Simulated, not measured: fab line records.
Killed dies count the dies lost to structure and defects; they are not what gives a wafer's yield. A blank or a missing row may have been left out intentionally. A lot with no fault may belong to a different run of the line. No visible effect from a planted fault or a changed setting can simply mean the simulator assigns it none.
fab line records :: flow n5-finfet
[record]
  lots = 5
  wafers = 12
  last-day = 17
route steps=1938 shown MIM_BOT_LITHO@1861 MIM_BOT_ETCH@1866 PASS1_CAP@1873 TV_LITHO@1875 TV_OPEN@1887 PASSIVATION@1936
lots that met no fault: from a run of the same line without faults
start-h: hours from the record's opening day to when the first of the lot's shown wafers began :: wait-h: how many hours have passed since the lot's step before this one :: " as in the row above :: L1.1+2: several wafers, shown together as one row :: - no value, or no start given :: * or withheld: withheld :: < > ~ a bound
route shown NAME@n: names a module that has steps shown in the file, with the first one's number in the route :: usual: mean/standard deviation of fault-free wafers :: same: alike in all rows :: chamber/n: place in a boat :: sites: each site's reading :: _std_site: the values' standard deviation :: _edge_site: mean of outer sites minus mean of inner sites :: radius-mm: how far each site lies from the wafer's centre :: mask NAME#n: copy n :: behind: tool/chamber where the wafer was last shaped :: hold: reason for holding the lot/hours on hold/outcome of the hold :: device: whichever transistor did not switch (one of n, p or np) :: end of line: at the end of the route, the tests of the same wafers :: a step with no rows: only its recipe :: killed: dies that structure and defects cost at the first sort, which is not the same as the wafer's yield :: map: dies across one wafer; x = killed, . = not, _ = none there
set.NAME: the setting the step ran with; set.NAME@STEP: the setting that earlier step ran with :: model.NAME: the simulator's own value behind a step, which no gauge read
lots at some steps of the route; a table a step, a row a wafer
services: when a tool's chamber went out of use (start-h, in hours from the record's first day, below 0 if earlier), for how many hours, and the reason
[[steps]]
[step N5_MIM_BOT_LITHO_HARDBAKE_09]
[recipe]
  temp-c = 130
  time-s = 120
[step N5_MIM_BOT_LITHO_DESCUM_10]
[recipe]
  chemistry = O2
  time-s = 7.9
  source-power-w = 50
  bias-power-w = 20
  pressure-mtorr = 20
  rf-frequency-hz = 2.712e+07
  temp-c = 40
  o2-flow-sccm = 225
[step N5_MIM_BOT_ETCH_ETCH_04]
[recipe]
  chemistry = CF4/O2
  target = SiNx
  target-depth-a = 260
  time-s = 13
  ion-energy-ev = 100
  pressure-mtorr = 40
  source-w = 535
  bias-w = 49
  Ar_flow_sccm = 100
  cf4-flow-sccm = 100
  O2_flow_sccm = 10
[step N5_MIM_BOT_ETCH_ETCH_03]
[recipe]
  chemistry = Cl2/BCl3
  target-depth-a = 120
  pressure-mtorr = 8
  icp-w = 800
  bias-w = 100
  Cl2_flow_sccm = 20
  bcl3-flow-sccm = 80
[step N5_MIM_BOT_ETCH_ETCH_00]
[recipe]
  chemistry = Cl2/BCl3
  target = TiN
  target-depth-a = 455
  ion-energy-ev = 150
  pressure-mtorr = 10
  icp-w = 1000
  bias-w = 126
  Cl2_flow_sccm = 53.25
  bcl3-flow-sccm = 21.75
  Ar_flow_sccm = 25
[step N5_MIM_BOT_ETCH_STRIP_01]
[recipe]
  chemistry = O2
  power-w = 600
  temp-c = 60
  pressure-mtorr = 30
  rf-frequency-hz = 6e+07
  bias-power-w = 0
  overash-fraction = 0.5
  o2-flow-sccm = 225
[step N5_MIM_BOT_ETCH_STRIP_02]
[recipe]
  chemistry = post-etch-residue-remover
  time-s = 1200
  temp-c = 72.5
[step N5_MIM_BOT_ETCH_CLEAN_05]
[recipe]
  chemistry = IPA
  time-s = 180
  temp-c = 25
[step N5_MIM_BOT_ETCH_SRD_06]
[recipe]
  dry = ipa-marangoni
  time-s = 30
  temp-c = 23
  rinse-liquid = diw
[step N5_PASSIVATION_PECVD_55]
[recipe]
  material = SiO2
  target-thk-a = 4000
  temp-c = 400
  precursor = SiH4/N2O
  pressure-torr = 2.7
  rf-w = 608
  time-s = 22.5
[usual]
  heater-power-w = 641/77
  showerhead-plenum-p-Torr = 8.14/0.086
  throttle-valve-pct = 52/4.3
lot.wafer: L807.2
tool: pecvd-03
chamber: 0
start-h: 298.22
wait-h: 0.0
heater-power-w: 750
showerhead-plenum-p-Torr: 8.08
throttle-valve-pct: 54
model.SiO2_of_PASSIVATION_PECVD_55.thk-nm: 396.4

lot.wafer: L807.3
tool: pecvd-03
chamber: 2
start-h: 298.22
wait-h: 0.0
heater-power-w: 668
showerhead-plenum-p-Torr: 8.15
throttle-valve-pct: 45
model.SiO2_of_PASSIVATION_PECVD_55.thk-nm: 402.6

lot.wafer: L807.5
tool: pecvd-03
chamber: 1
start-h: 298.22
wait-h: 0.0
heater-power-w: 554
showerhead-plenum-p-Torr: 8.25
throttle-valve-pct: 58
model.SiO2_of_PASSIVATION_PECVD_55.thk-nm: 402.8

lot.wafer: L820.2
tool: pecvd-02
chamber: 2
start-h: 385.07
wait-h: 0.0
heater-power-w: 530
showerhead-plenum-p-Torr: 8.19
throttle-valve-pct: 49
model.SiO2_of_PASSIVATION_PECVD_55.thk-nm: 383.6

lot.wafer: L820.5
tool: pecvd-02
chamber: 0
start-h: 385.07
wait-h: 0.0
heater-power-w: 643
showerhead-plenum-p-Torr: 7.98
throttle-valve-pct: 48
model.SiO2_of_PASSIVATION_PECVD_55.thk-nm: 398

lot.wafer: L820.6
tool: pecvd-02
chamber: 2
start-h: 385.07
wait-h: 0.0
heater-power-w: 570
showerhead-plenum-p-Torr: 8.16
throttle-valve-pct: 49
model.SiO2_of_PASSIVATION_PECVD_55.thk-nm: 394.4

lot.wafer: L819.1
tool: pecvd-03
chamber: 0
start-h: 389.27
wait-h: 0.0
heater-power-w: 831
showerhead-plenum-p-Torr: 8.06
throttle-valve-pct: 54
model.SiO2_of_PASSIVATION_PECVD_55.thk-nm: 395.8

lot.wafer: L819.4
tool: pecvd-03
chamber: 2
start-h: 389.27
wait-h: 0.0
heater-power-w: 665
showerhead-plenum-p-Torr: 8.16
throttle-valve-pct: 46
model.SiO2_of_PASSIVATION_PECVD_55.thk-nm: 339.8

lot.wafer: L818.1
tool: pecvd-03
chamber: 2
start-h: 390.86
wait-h: 0.0
heater-power-w: 680
showerhead-plenum-p-Torr: 8.14
throttle-valve-pct: 46
model.SiO2_of_PASSIVATION_PECVD_55.thk-nm: 396.4

lot.wafer: L818.4
tool: pecvd-03
chamber: 2
start-h: 390.86
wait-h: 0.0
heater-power-w: 684
showerhead-plenum-p-Torr: 8.17
throttle-valve-pct: 46
model.SiO2_of_PASSIVATION_PECVD_55.thk-nm: 344.2

lot.wafer: L821.1
tool: pecvd-03
chamber: 0
start-h: 405.31
wait-h: 0.0
heater-power-w: 815
showerhead-plenum-p-Torr: 8.07
throttle-valve-pct: 54
model.SiO2_of_PASSIVATION_PECVD_55.thk-nm: 393.6

lot.wafer: L821.2
tool: pecvd-03
chamber: 1
start-h: 405.31
wait-h: 0.0
heater-power-w: 550
showerhead-plenum-p-Torr: 8.25
throttle-valve-pct: 57
model.SiO2_of_PASSIVATION_PECVD_55.thk-nm: 336.2
[step N5_PASSIVATION_PECVD_01]
[recipe]
  material = SiNx
  target-thk-a = 2000
  temp-c = 400
  precursor = SiH4/NH3/N2
  pressure-torr = 4.9
  rf-w = 1406
  time-s = 43.2
[step N5_PASSIVATION_HMDS_03]
[recipe]
  time-s = 60
  temp-c = 120
[step N5_PASSIVATION_COAT_04]
[recipe]
  spin-rpm = *
  resist-thk-nm = *
[step N5_PASSIVATION_EBR_06]
[recipe]
  solvent = PGMEA
  ebr-width-mm = 1.5
[step N5_PASSIVATION_SOFTBAKE_05]
[recipe]
  temp-c = 100
  time-s = 90
[step N5_PASSIVATION_EXPOSE_07]
[recipe]
  mask-id = TV
  na = 0.55
  source-shape = conventional
  sigma-outer = 0.8
  polarization = unpolarized
  defocus-nm = 0
  target-cd-nm = 3000
  dose-mj = 22.75
[step N5_PASSIVATION_PEB_08]
[recipe]
  peb-temp-c = withheld
  peb-time-s = *
[step N5_PASSIVATION_DEVELOP_09]
[recipe]
  develop-time-s = 60
  rinse-liquid = diw
  dry = air-spin
  dev-temp-c = 21
[step N5_PASSIVATION_HARDBAKE_11]
[recipe]
  temp-c = 130
  time-s = 120
[step N5_PASSIVATION_DESCUM_12]
[recipe]
  chemistry = O2
  time-s = 7.9
  source-power-w = 50
  bias-power-w = 20
  pressure-mtorr = 20
  rf-frequency-hz = 2.712e+07
  temp-c = 40
  o2-flow-sccm = 225
[step N5_PASSIVATION_PASS_ETCH_74]
[recipe]
  chemistry = CF4/O2
  target = SiNx
  target-depth-a = 2200
  time-s = 110
  ion-energy-ev = 100
  pressure-mtorr = 40
  source-w = 535
  bias-w = 49
  Ar_flow_sccm = 100
  cf4-flow-sccm = 100
  O2_flow_sccm = 10
[step N5_PASSIVATION_VIA_ETCH_13]
[recipe]
  chemistry = CHF3/O2
  target = SiO2
  target-depth-a = 6600
  CHF3_flow_sccm = 50
  O2_flow_sccm = 5
  Ar_flow_sccm = 200
  time-s = 330
  mask-material = PR
  pressure-mtorr = 30
  source-w = 650
  bias-w = 170
  ion-energy-ev = 200
  ends = cleared
[usual]
  drypump-motor-current-A = 5.5/0.4
  etch-rf-on-time-s = 233/4.9
  oes-product-au = 0.73/0.071
  rf-vpp-V = 530/13
  showerhead-plenum-p-Torr = 2.46/0.047
  throttle-valve-pct = 18.77/0.22
lot.wafer: L807.2
tool: rie-diel-06
chamber: 0
start-h: 302.38
wait-h: 0.0
drypump-motor-current-A: 5.0
etch-rf-on-time-s: 235
oes-product-au: 0.64
rf-hours-counter-h: 206
rf-vpp-V: 528
showerhead-plenum-p-Torr: 2.47
throttle-valve-pct: 18.75
model.coat_of_PASSIVATION_COAT_04.thk-nm: *

lot.wafer: L807.3
tool: rie-diel-06
chamber: 2
start-h: 302.38
wait-h: 0.0
drypump-motor-current-A: 5.5
etch-rf-on-time-s: 235
oes-product-au: 0.75
rf-hours-counter-h: 87
rf-vpp-V: 535
showerhead-plenum-p-Torr: 2.44
throttle-valve-pct: 18.74
model.coat_of_PASSIVATION_COAT_04.thk-nm: *

lot.wafer: L807.5
tool: rie-diel-06
chamber: 1
start-h: 302.38
wait-h: 0.0
drypump-motor-current-A: 5.6
etch-rf-on-time-s: 241
oes-product-au: 0.73
rf-hours-counter-h: -
rf-vpp-V: 520
showerhead-plenum-p-Torr: 2.53
throttle-valve-pct: 18.66
model.coat_of_PASSIVATION_COAT_04.thk-nm: *

lot.wafer: L820.2
tool: rie-diel-05
chamber: 1
start-h: 386.16
wait-h: 0.0
drypump-motor-current-A: 5.5
etch-rf-on-time-s: 221
oes-product-au: 0.64
rf-hours-counter-h: 209
rf-vpp-V: 543
showerhead-plenum-p-Torr: 2.48
throttle-valve-pct: 18.99
model.coat_of_PASSIVATION_COAT_04.thk-nm: *

lot.wafer: L820.5
tool: rie-diel-05
chamber: 2
start-h: 386.16
wait-h: 0.0
drypump-motor-current-A: 5.2
etch-rf-on-time-s: 231
oes-product-au: 0.75
rf-hours-counter-h: -
rf-vpp-V: 543
showerhead-plenum-p-Torr: 2.44
throttle-valve-pct: 18.64
model.coat_of_PASSIVATION_COAT_04.thk-nm: *

lot.wafer: L820.6
tool: rie-diel-05
chamber: 1
start-h: 386.16
wait-h: 0.0
drypump-motor-current-A: 5.5
etch-rf-on-time-s: 227
oes-product-au: 0.64
rf-hours-counter-h: -
rf-vpp-V: 543
showerhead-plenum-p-Torr: 2.48
throttle-valve-pct: 18.98
model.coat_of_PASSIVATION_COAT_04.thk-nm: *

lot.wafer: L819.1
tool: rie-diel-01
chamber: 0
start-h: 391.10
wait-h: 0.0
drypump-motor-current-A: 6.3
etch-rf-on-time-s: 233
oes-product-au: 0.68
rf-hours-counter-h: 149
rf-vpp-V: 528
showerhead-plenum-p-Torr: 2.41
throttle-valve-pct: 18.61
model.coat_of_PASSIVATION_COAT_04.thk-nm: *

lot.wafer: L819.4
tool: rie-diel-01
chamber: 0
start-h: 391.10
wait-h: 0.0
drypump-motor-current-A: 6.2
etch-rf-on-time-s: 199
oes-product-au: 0.68
rf-hours-counter-h: -
rf-vpp-V: 526
showerhead-plenum-p-Torr: 2.40
throttle-valve-pct: 18.62
model.coat_of_PASSIVATION_COAT_04.thk-nm: *

lot.wafer: L818.1
tool: rie-diel-05
chamber: 2
start-h: 392.01
wait-h: 0.0
drypump-motor-current-A: 5.2
etch-rf-on-time-s: 233
oes-product-au: 0.74
rf-hours-counter-h: 90
rf-vpp-V: 542
showerhead-plenum-p-Torr: 2.44
throttle-valve-pct: 18.64
model.coat_of_PASSIVATION_COAT_04.thk-nm: *

lot.wafer: L818.4
tool: rie-diel-05
chamber: 1
start-h: 392.01
wait-h: 0.0
drypump-motor-current-A: 5.5
etch-rf-on-time-s: 201
oes-product-au: 0.64
rf-hours-counter-h: 211
rf-vpp-V: 544
showerhead-plenum-p-Torr: 2.48
throttle-valve-pct: 18.97
model.coat_of_PASSIVATION_COAT_04.thk-nm: *

lot.wafer: L821.1
tool: rie-diel-01
chamber: 3
start-h: 406.61
wait-h: 0.1
drypump-motor-current-A: 5.1
etch-rf-on-time-s: 224
oes-product-au: 0.76
rf-hours-counter-h: 90
rf-vpp-V: 548
showerhead-plenum-p-Torr: 2.51
throttle-valve-pct: 18.71
model.coat_of_PASSIVATION_COAT_04.thk-nm: *

lot.wafer: L821.2
tool: rie-diel-01
chamber: 1
start-h: 406.61
wait-h: 0.1
drypump-motor-current-A: 6.0
etch-rf-on-time-s: 199
oes-product-au: 0.62
rf-hours-counter-h: 242
rf-vpp-V: 513
showerhead-plenum-p-Torr: 2.39
throttle-valve-pct: 19.25
model.coat_of_PASSIVATION_COAT_04.thk-nm: *
[step N5_PASSIVATION_STRIP_14]
[recipe]
  chemistry = O2
  power-w = 600
  temp-c = 60
  pressure-mtorr = 30
  rf-frequency-hz = 6e+07
  bias-power-w = 0
  overash-fraction = 0.5
  o2-flow-sccm = 225
[step N5_PASSIVATION_PROBE_49]
[usual]
  defect-limited-yield = 91.2/1.4
  killed_at_M0_to_M3 = 34/11
  killed_at_M4_up = 14/6.3
  killed-at-contacts = 13/7.4
  killed-at-front-end = 38/11
  killed-at-other = 4.3/2.9
  killed-dies = 103/17
  killed-open = 68/12
  killed-short = 34/8
  sort_bin_4_leakage = 0.00/0.027
  sort_bin_5_function = 5.1/0.9
  sort_bin_6_memory = 3.3/0.66
  sort-n-pass = 1077/17
  sort-yield-pct = 91.2/1.4
[same]
  gross-dies = 1180
  killed-at-back-side = 0
  sort_bin_8_speed[%] = 0
lot.wafer: L818.4
tool: prober-01
chamber: -
start-h: 398.38
wait-h: 0.2
defect-limited-yield[%]: 89.7
killed_at_M0_to_M3: 44
killed_at_M4_up: 21
killed-at-contacts: 25
killed-at-front-end: 27
killed-at-other: 4
killed-dies: 121
killed-open: 69
killed-short: 52
sort_bin_4_leakage[%]: 0
sort_bin_5_function[%]: 5.3
sort_bin_6_memory[%]: 4.6
sort-n-pass: 1059
sort-yield-pct[%]: 89.7

lot.wafer: L821.1
tool: prober-01
chamber: -
start-h: 414.10
wait-h: 0.0
defect-limited-yield[%]: 91.3
killed_at_M0_to_M3: 30
killed_at_M4_up: 11
killed-at-contacts: 13
killed-at-front-end: 46
killed-at-other: 3
killed-dies: 103
killed-open: 74
killed-short: 28
sort_bin_4_leakage[%]: 0
sort_bin_5_function[%]: 4.3
sort_bin_6_memory[%]: 4.3
sort-n-pass: 1077
sort-yield-pct[%]: 91.3

lot.wafer: L821.2
tool: prober-01
chamber: -
start-h: 414.15
wait-h: 0.1
defect-limited-yield[%]: 91.3
killed_at_M0_to_M3: 38
killed_at_M4_up: 12
killed-at-contacts: 12
killed-at-front-end: 38
killed-at-other: 3
killed-dies: 103
killed-open: 66
killed-short: 35
sort_bin_4_leakage[%]: 0
sort_bin_5_function[%]: 5.1
sort_bin_6_memory[%]: 3.3
sort-n-pass: 1077
sort-yield-pct[%]: 91.3
// killed by level:class
L818.4 MOL_CONTACT_COAG:geometric-particle:open=18 BEOL_M0_SAQP:geometric-particle:short=16 BEOL_M0_SAQP:geometric-particle:open=16 GATE_CUT:geometric-particle:short=9 BEOL_M4:geometric-particle:short=8 MOL_CONTACT_COAG:geometric-particle:short=7 GATE_CUT:geometric-particle:open=5 BEOL_M5:geometric-particle:open=4
L821.1 FIN_SAQP:geometric-particle:open=15 BEOL_M1:geometric-particle:open=10 MOL_CONTACT_COAG:geometric-particle:open=10 DUMMY_GATE:geometric-particle:open=8 BEOL_M0_SAQP:geometric-particle:short=7 FIN_SAQP:geometric-particle:short=5 STI_FIN_REVEAL:geometric-particle:open=5 BEOL_M4:geometric-particle:open=5
L821.2 FIN_SAQP:geometric-particle:open=14 BEOL_M0_SAQP:geometric-particle:short=12 MOL_CONTACT_COAG:geometric-particle:open=9 BEOL_M0_SAQP:geometric-particle:open=9 STI_FIN_REVEAL:geometric-particle:open=8 BEOL_M4:geometric-particle:open=6 FIN_SAQP:geometric-particle:short=5 BEOL_M1:geometric-particle:open=5
[[services]]
tool: rie-diel-01
chamber: -
start-h: 301.89
hours: 2.8
kind: pm

tool: rie-diel-05
chamber: 3
start-h: 305.46
hours: -
kind: clean

tool: rie-diel-05
chamber: 3
start-h: 305.46
hours: -
kind: consumable-replace:focus-ring

tool: rie-diel-05
chamber: 3
start-h: 305.46
hours: 16.4
kind: scheduled-down

tool: rie-diel-05
chamber: 3
start-h: 305.46
hours: 16.4
kind: vent-cycle

tool: pecvd-02
chamber: 1
start-h: 307.58
hours: 4.4
kind: repair

tool: rie-diel-06
chamber: -
start-h: 310.58
hours: 0.7
kind: repair

tool: pecvd-02
chamber: -
start-h: 335.95
hours: 0.3
kind: repair

tool: pecvd-03
chamber: 0
start-h: 352.53
hours: 6.8
kind: repair

tool: rie-diel-01
chamber: -
start-h: 359.08
hours: 7.3
kind: repair

tool: pecvd-03
chamber: -
start-h: 364.63
hours: 0.4
kind: repair

tool: rie-diel-06
chamber: 0
start-h: 372.61
hours: 3.2
kind: repair

tool: rie-diel-01
chamber: 1
start-h: 384.05
hours: 14.0
kind: repair

tool: rie-diel-01
chamber: 0
start-h: 391.46
hours: 5.0
kind: repair

tool: rie-diel-01
chamber: 0
start-h: 400.67
hours: 19.1
kind: repair
[[key]]
[first-sign]
  step = N5_PASSIVATION_VIA_ETCH_13
  reading = etch-rf-on-time-s
  direction = down
  sigmas = 6.8
  usual = *
  struck = *
effect none on later readings
[model-effect]
  step = N5_PASSIVATION_PECVD_55
  value = SiO2_of_PASSIVATION_PECVD_55.thk-nm
  without = 396
  struck = 340.1
[model-effect]
  step = N5_PASSIVATION_VIA_ETCH_13
  value = coat_of_PASSIVATION_COAT_04.thk-nm
  without = *
  struck = *
met-at N5_PASSIVATION_PECVD_55
struck-wafers L818.4,L819.4,L821.2
onset-between 298.22 389.27
[fault]
  kind = process-parameter-drift
  tool = pecvd-03
  chamber = -
  onset-h = 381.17
  steps = N5_PASSIVATION_PECVD_55
  channel = time-s
  offset = *
  shape = step
  end-h = 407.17
  scope = struck-wafers-only
  acts-in = *
  stated = *
